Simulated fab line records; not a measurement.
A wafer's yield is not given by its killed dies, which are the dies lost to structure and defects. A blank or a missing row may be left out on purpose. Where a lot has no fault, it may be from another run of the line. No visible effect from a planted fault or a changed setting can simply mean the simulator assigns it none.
The tool behind it: which one?	flow n5-finfet	24 lots with 72 wafers sampled at 6 steps, on a route of 1938 steps

== WHAT THE GAUGES READ, wafer by wafer ==
N5_BEOL_M2_OVL_MEAS_12. Usual: for M2_OVL the level is -0.2 nm and the standard deviation is 0.75.
lot	measured	on	M2_OVL (nm)	flag
L074	day 6 15:47	overlay-02	-0.1 0.3 0.3	
L075	day 6 22:36	overlay-02	-0.2 -0.5 0.0	
L077	day 7 04:16	overlay-02	1.0 1.2 2.2	
L076	day 7 04:29	overlay-02	-0.5 0.3 -0.1	
L078	day 7 13:26	overlay-01	-0.8 -0.8 -1.5	
L079	day 7 17:56	overlay-02	-0.3 -0.7 -1.0	
L080	day 7 23:01	overlay-01	-0.2 1.0 -0.2	
L081	day 8 08:02	overlay-02	-0.5 0.0 -0.2	
L082	day 8 12:16	overlay-01	-0.5 -1.0 -0.3	
L083	day 8 23:44	overlay-01	-0.1 0.6 -0.5	
L084	day 9 03:20	overlay-02	0.6 0.9 0.0	
L086	day 9 06:59	overlay-02	0.5 -0.4 0.3	
L085	day 9 17:31	overlay-02	0.4 0.0 -0.6	
L087	day 9 20:50	overlay-02	-0.1 1.0 -0.3	
L088	day 9 21:55	overlay-02	-1.0 -0.5 -0.4	
L089	day 10 03:44	overlay-01	0.3 -0.3 0.0	
L090	day 10 18:18	overlay-02	-1.5 -1.3 -1.6	
L092	day 11 01:49	overlay-02	0.5 -1.1 -0.4	
L091	day 11 02:12	overlay-02	-0.3 -0.5 -1.1	
L093	day 11 10:24	overlay-02	-1.0 -0.1 -0.9	
L094	day 11 10:34	overlay-02	-0.8 0.4 0.4	
L095	day 12 03:26	overlay-01	-0.4 -0.8 -0.9	
L096	day 12 05:35	overlay-01	-1.4 0.1 -1.2	
L097	day 12 10:55	overlay-02	0.8 -0.3 -0.6	

N5_BEOL_M2_OVL_MEAS_29. Usual: for V1_OVL the level is 0.0 nm and the standard deviation is 0.72.
lot	measured	on	V1_OVL (nm)	flag
L074	day 6 17:52	overlay-02	-0.8 0.3 0.0	
L075	day 6 23:36	overlay-02	-0.3 0.6 -0.2	
L077	day 7 05:11	overlay-02	-0.6 -0.5 -1.1	
L076	day 7 05:36	overlay-02	0.1 0.8 0.9	
L078	day 7 14:19	overlay-02	-0.3 -1.9 -1.0	
L079	day 7 18:56	overlay-02	0.1 0.3 0.1	
L080	day 8 00:07	overlay-01	1.1 -0.2 -0.1	
L081	day 8 08:57	overlay-02	-0.8 0.5 0.0	
L082	day 8 13:16	overlay-01	1.9 2.0 0.1	
L083	day 9 00:42	overlay-01	0.5 -1.1 0.3	
L084	day 9 04:22	overlay-01	-0.7 -0.6 -0.9	
L086	day 9 07:52	overlay-01	-0.5 -0.5 -0.6	
L085	day 9 18:31	overlay-01	0.7 -0.4 -0.6	
L087	day 9 21:51	overlay-02	1.5 1.1 0.1	
L088	day 9 23:22	overlay-01	0.2 -0.2 -0.6	
L089	day 10 05:02	overlay-02	0.2 0.1 0.0	
L090	day 10 19:17	overlay-02	0.8 0.9 1.0	
L092	day 11 03:10	overlay-02	-0.1 -0.6 -1.0	
L091	day 11 03:20	overlay-02	-0.3 -0.4 -0.3	
L093	day 11 11:50	overlay-02	0.2 -0.4 0.9	
L094	day 11 11:55	overlay-02	0.6 1.3 0.8	
L095	day 12 04:23	overlay-02	0.0 1.1 1.0	
L096	day 12 06:35	overlay-02	-1.0 -0.1 -0.3	
L097	day 12 11:57	overlay-02	-0.8 0.5 1.1	

== WHICH TOOL RAN EACH LOT (tool, then ch and the chambers of the sampled wafers, then the start) ==
lot	N5_BEOL_M0_SPUTTER_132	N5_BEOL_M1_TRENCH_ETCH_37	N5_BEOL_M1_ANNEAL_49	N5_BEOL_M2_DESCUM_16
L074	pvd-sputter-03, day 6 03:43	rie-diel-06 ch 0,1,2, day 6 11:41 or earlier	pvd-sputter-02, day 6 11:41	rie-diel-04 ch 1,2,3, day 6 16:46
L075	pvd-sputter-03, day 6 07:26	rie-diel-06 ch 0,2, day 6 17:46 or earlier	pvd-sputter-03, day 6 17:46	rie-diel-02 ch 1,3, day 6 22:41
L077	pvd-sputter-03, day 6 16:44	rie-diel-03 ch 0,3, day 6 23:10 or earlier	pvd-sputter-01, day 6 23:10	rie-diel-01 ch 1,3, day 7 04:21
L076	pvd-sputter-02, day 6 16:50	rie-diel-05 ch 0,1,2, day 6 23:19 or earlier	pvd-sputter-02, day 6 23:19	rie-diel-01 ch 1,2,3, day 7 04:35
L078	pvd-sputter-03, day 7 00:54	rie-diel-03 ch 0,1, day 7 09:29 or earlier	pvd-sputter-02, day 7 09:29	rie-diel-04 ch 0,3, day 7 13:31
L079	pvd-sputter-02, day 7 02:16	rie-diel-06 ch 0,1,3, day 7 14:10 or earlier	pvd-sputter-03, day 7 14:10	rie-diel-01 ch 0,1,3, day 7 18:01
L080	pvd-sputter-01, day 7 06:56	rie-diel-06 ch 1,3, day 7 17:25 or earlier	pvd-sputter-02, day 7 17:25	rie-diel-01 ch 0,1, day 7 23:12
L081	pvd-sputter-03, day 7 16:02	rie-diel-05 ch 0,1, day 8 03:49 or earlier	pvd-sputter-02, day 8 03:49	rie-diel-02 ch 2,3, day 8 08:08
L082	pvd-sputter-03, day 8 00:17	rie-diel-06 ch 0,1,2, day 8 08:39 or earlier	pvd-sputter-03, day 8 08:39	rie-diel-01 ch 1,2,3, day 8 12:22
L083	pvd-sputter-03, day 8 08:10	rie-diel-03 ch 0,1,2, day 8 17:53 or earlier	pvd-sputter-01, day 8 17:53	rie-diel-01 ch 1,2,3, day 8 23:49
L084	pvd-sputter-03, day 8 10:34	rie-diel-05 ch 0,1,3, day 8 23:13 or earlier	pvd-sputter-01, day 8 23:13	rie-diel-01 ch 1,2,3, day 9 03:25
L086	pvd-sputter-03, day 8 17:33	rie-diel-05 ch 0,1,3, day 9 00:47 or earlier	pvd-sputter-02, day 9 00:47	rie-diel-04 ch 1,2,3, day 9 07:04
L085	pvd-sputter-02, day 9 03:40	rie-diel-05 ch 1,2,3, day 9 12:50 or earlier	pvd-sputter-01, day 9 12:50	rie-diel-01 ch 0,2, day 9 17:36
L087	pvd-sputter-03, day 9 07:36	rie-diel-06 ch 0,3, day 9 16:41 or earlier	pvd-sputter-03, day 9 16:41	rie-diel-01 ch 0,1,3, day 9 20:56
L088	pvd-sputter-03, day 9 08:45	rie-diel-06 ch 0,2,3, day 9 18:32 or earlier	pvd-sputter-03, day 9 18:32	rie-diel-04 ch 0,1,3, day 9 22:25
L089	pvd-sputter-02, day 9 17:19	rie-diel-06 ch 1,3, day 9 23:55 or earlier	pvd-sputter-02, day 9 23:55	rie-diel-01 ch 0,2,3, day 10 04:07
L090	pvd-sputter-02, day 10 03:58	rie-diel-05 ch 0,1,3, day 10 14:16 or earlier	pvd-sputter-01, day 10 14:16	rie-diel-01 ch 1,2, day 10 18:22
L092	pvd-sputter-02, day 10 08:19	rie-diel-06 ch 1,2,3, day 10 20:17 or earlier	pvd-sputter-03, day 10 20:17	rie-diel-04 ch 0,1, day 11 02:16
L091	pvd-sputter-02, day 10 08:47	rie-diel-05 ch 0,1, day 10 21:14 or earlier	pvd-sputter-02, day 10 21:14	rie-diel-02 ch 0,1, day 11 02:30
L093	pvd-sputter-03, day 10 19:07	rie-diel-06 ch 1,2,3, day 11 02:57 or earlier	pvd-sputter-03, day 11 02:57	rie-diel-04 ch 1,2,3, day 11 10:46
L094	pvd-sputter-02, day 10 20:50	rie-diel-03 ch 0,1,3, day 11 03:14 or earlier	pvd-sputter-01, day 11 03:14	rie-diel-01 ch 0,1,3, day 11 10:51
L095	pvd-sputter-02, day 11 03:41	rie-diel-06 ch 0,2, day 11 22:56 or earlier	pvd-sputter-03, day 11 22:56	rie-diel-01 ch 1,3, day 12 03:35
L096	pvd-sputter-01, day 11 16:19	rie-diel-06 ch 0,2,3, day 12 01:47 or earlier	pvd-sputter-01, day 12 01:47	rie-diel-02 ch 0,1,2, day 12 05:41
L097	pvd-sputter-01, day 11 21:20	rie-diel-06 ch 1,2, day 12 05:04 or earlier	pvd-sputter-01, day 12 05:04	rie-diel-04 ch 0,1,3, day 12 11:00
- N5_BEOL_M0_SPUTTER_132: material Cu, target thk 4 nm, time 7.37 s.
- N5_BEOL_M1_TRENCH_ETCH_37: etches SiOC in C4F6/O2, target depth 55.207 nm, time 29 s.
- N5_BEOL_M1_ANNEAL_49: time 240 s.
- N5_BEOL_M2_DESCUM_16: chemistry O2, time 7 s.

== WHAT THE TOOLS THEMSELVES READ (means of the sampled wafers that have a number; where no wafer has one, the mark that the record gives instead) ==
N5_BEOL_M0_SPUTTER_132. Usual: chuck-gas-flow-sccm 1.25 sccm, standard deviation 0.052; chuck-sensor-temp-C -16.0 C, standard deviation 0.42; throttle-valve-pct 29.9 %, standard deviation 0.88.
lot	tool	chuck-gas-flow-sccm (sccm)	chuck-sensor-temp-C (C)	throttle-valve-pct (%)	flag
L074	pvd-sputter-03	1.25	-16.1	30.4	
L075	pvd-sputter-03	1.27	-16.0	30.0	
L077	pvd-sputter-03	1.28	-16.3	30.6	
L076	pvd-sputter-02	1.23	-15.9	30.4	
L078	pvd-sputter-03	1.26	-16.1	29.8	
L079	pvd-sputter-02	1.24	-16.1	29.2	
L080	pvd-sputter-01	1.25	-15.7	30.7	
L081	pvd-sputter-03	1.21	-16.4	30.2	
L082	pvd-sputter-03	1.28	-15.8	30.1	
L083	pvd-sputter-03	1.21	-15.7	30.0	
L084	pvd-sputter-03	1.26	-15.7	30.1	
L086	pvd-sputter-03	1.26	-16.1	30.2	
L085	pvd-sputter-02	1.27	-16.1	29.3	
L087	pvd-sputter-03	1.23	-15.6	30.1	
L088	pvd-sputter-03	1.25	-16.5	30.3	
L089	pvd-sputter-02	1.28	-16.2	28.9	
L090	pvd-sputter-02	1.21	-16.0	29.6	
L092	pvd-sputter-02	1.17	-16.0	29.2	
L091	pvd-sputter-02	1.26	-16.0	30.0	
L093	pvd-sputter-03	1.27	-16.2	30.4	
L094	pvd-sputter-02	1.28	-16.0	30.1	
L095	pvd-sputter-02	1.24	-16.0	30.4	
L096	pvd-sputter-01	1.27	-15.7	30.4	
L097	pvd-sputter-01	1.33	-15.5	30.5	

N5_BEOL_M1_TRENCH_ETCH_37. Usual: drypump-motor-current-A 5.77 A, standard deviation 0.24; mfc-ar-sccm 300.0 sccm, standard deviation 0.94; oes-product-au 0.77 a.u., standard deviation 0.078; rf-vpp-V 666 V, standard deviation 13; showerhead-plenum-p-Torr 2.86 Torr, standard deviation 0.08; throttle-valve-pct 20.92 %, standard deviation 0.2.
lot	tool	drypump-motor-current-A (A)	mfc-ar-sccm (sccm)	oes-product-au (a.u.)	rf-vpp-V (V)	showerhead-plenum-p-Torr (Torr)	throttle-valve-pct (%)	flag
L074	rie-diel-06	5.75	300.5	0.74	663	2.87	20.88	
L075	rie-diel-06	5.73	300.4	0.73	654	2.84	20.92	
L077	rie-diel-03	5.33	300.7	0.75	661	2.85	20.98	
L076	rie-diel-05	5.71	299.4	0.80	668	2.82	20.72	
L078	rie-diel-03	5.68	301.6	0.72	674	2.79	20.98	
L079	rie-diel-06	5.86	299.7	0.79	661	2.90	21.02	
L080	rie-diel-06	5.89	300.3	0.80	670	2.93	20.96	
L081	rie-diel-05	5.81	300.2	0.77	666	2.77	20.86	
L082	rie-diel-06	5.76	298.9	0.72	664	2.87	20.90	
L083	rie-diel-03	5.71	300.5	0.78	673	2.85	20.92	
L084	rie-diel-05	5.91	300.3	0.80	677	2.86	20.82	
L086	rie-diel-05	5.91	300.0	0.80	676	2.86	20.83	
L085	rie-diel-05	5.85	300.5	0.84	680	2.91	20.69	
L087	rie-diel-06	5.81	299.9	0.84	653	2.88	21.08	
L088	rie-diel-06	5.71	299.6	0.76	657	2.85	20.97	
L089	rie-diel-06	5.84	299.4	0.83	663	2.92	21.04	
L090	rie-diel-05	5.89	299.8	0.78	676	2.85	20.84	
L092	rie-diel-06	5.74	300.1	0.76	665	2.88	20.92	
L091	rie-diel-05	5.77	300.3	0.73	676	2.78	20.67	
L093	rie-diel-06	5.74	299.9	0.76	665	2.88	20.91	
L094	rie-diel-03	5.61	299.8	0.71	666	2.79	21.04	
L095	rie-diel-06	5.72	300.0	0.71	653	2.82	20.98	
L096	rie-diel-06	5.72	300.7	0.76	657	2.84	20.99	
L097	rie-diel-06	5.79	300.0	0.70	672	2.89	20.89	

N5_BEOL_M1_ANNEAL_49. Usual: 815 W for heater-power-w, sd 76.
lot	tool	heater-power-w (W)	flag
L074	pvd-sputter-02	829	
L075	pvd-sputter-03	812	
L077	pvd-sputter-01	882	
L076	pvd-sputter-02	861	
L078	pvd-sputter-02	811	
L079	pvd-sputter-03	808	
L080	pvd-sputter-02	775	
L081	pvd-sputter-02	823	
L082	pvd-sputter-03	837	
L083	pvd-sputter-01	858	
L084	pvd-sputter-01	875	
L086	pvd-sputter-02	809	
L085	pvd-sputter-01	858	
L087	pvd-sputter-03	786	
L088	pvd-sputter-03	755	
L089	pvd-sputter-02	848	
L090	pvd-sputter-01	861	
L092	pvd-sputter-03	794	
L091	pvd-sputter-02	794	
L093	pvd-sputter-03	813	
L094	pvd-sputter-01	811	
L095	pvd-sputter-03	777	
L096	pvd-sputter-01	882	
L097	pvd-sputter-01	882	

N5_BEOL_M2_DESCUM_16. Usual: drypump-motor-current-A 5.9 A, standard deviation 0.37; oes-product-au 0.83 a.u., standard deviation 0.1; rf-vpp-V 243.1 V, standard deviation 1.2; showerhead-plenum-p-Torr 2.10 Torr, standard deviation 0.052; throttle-valve-pct 20.5 %, standard deviation 0.33.
lot	tool	drypump-motor-current-A (A)	oes-product-au (a.u.)	rf-vpp-V (V)	showerhead-plenum-p-Torr (Torr)	throttle-valve-pct (%)	flag
L074	rie-diel-04	5.7	0.75	242.3	2.09	20.6	
L075	rie-diel-02	5.8	0.78	244.1	2.15	20.4	
L077	rie-diel-01	5.7	0.87	243.8	2.13	20.7	
L076	rie-diel-01	5.9	0.83	243.6	2.13	20.5	
L078	rie-diel-04	5.4	0.79	243.2	2.09	20.4	
L079	rie-diel-01	5.8	0.84	242.9	2.09	20.7	
L080	rie-diel-01	5.8	0.89	243.2	2.10	20.5	
L081	rie-diel-02	5.9	0.77	242.8	2.13	20.3	
L082	rie-diel-01	5.9	0.90	243.7	2.13	20.5	
L083	rie-diel-01	5.9	0.89	244.0	2.13	20.5	
L084	rie-diel-01	5.9	0.89	243.8	2.13	20.5	
L086	rie-diel-04	5.7	0.72	242.6	2.08	20.7	
L085	rie-diel-01	6.1	0.78	242.1	2.04	20.6	
L087	rie-diel-01	5.8	0.81	243.2	2.08	20.7	
L088	rie-diel-04	5.9	0.80	242.5	2.07	20.4	
L089	rie-diel-01	6.0	0.81	242.0	2.08	20.6	
L090	rie-diel-01	6.0	0.91	243.7	2.13	20.3	
L092	rie-diel-04	6.4	0.83	242.5	2.06	20.2	
L091	rie-diel-02	6.0	0.77	242.2	2.11	20.7	
L093	rie-diel-04	5.7	0.92	242.7	2.08	20.5	
L094	rie-diel-01	5.8	0.79	243.5	2.08	20.8	
L095	rie-diel-01	5.7	0.86	243.5	2.12	20.6	
L096	rie-diel-02	6.1	0.78	243.5	2.11	20.5	
L097	rie-diel-04	5.9	0.86	243.4	2.06	20.3	

== THE ANSWER, worked out from the rows above alone ==
Rule: a lot counts as off when the mean over its wafers that have a number is more than 3 standard deviations away from the usual mean. A lot without any number at a reading at which 4 lots or more have one is off too. The other lots that the step has rows for count as sound. First the gauges in route order, then the tools' own readings, where a lot's mean is used as printed above. The first step at which some lot is off is used, and at that step the reading that is off furthest; a lot without a number counts as furthest.
No lot is off on any of the readings shown, so nothing can be concluded from this.

== WHAT THE SIMULATOR HAD INSERTED ==
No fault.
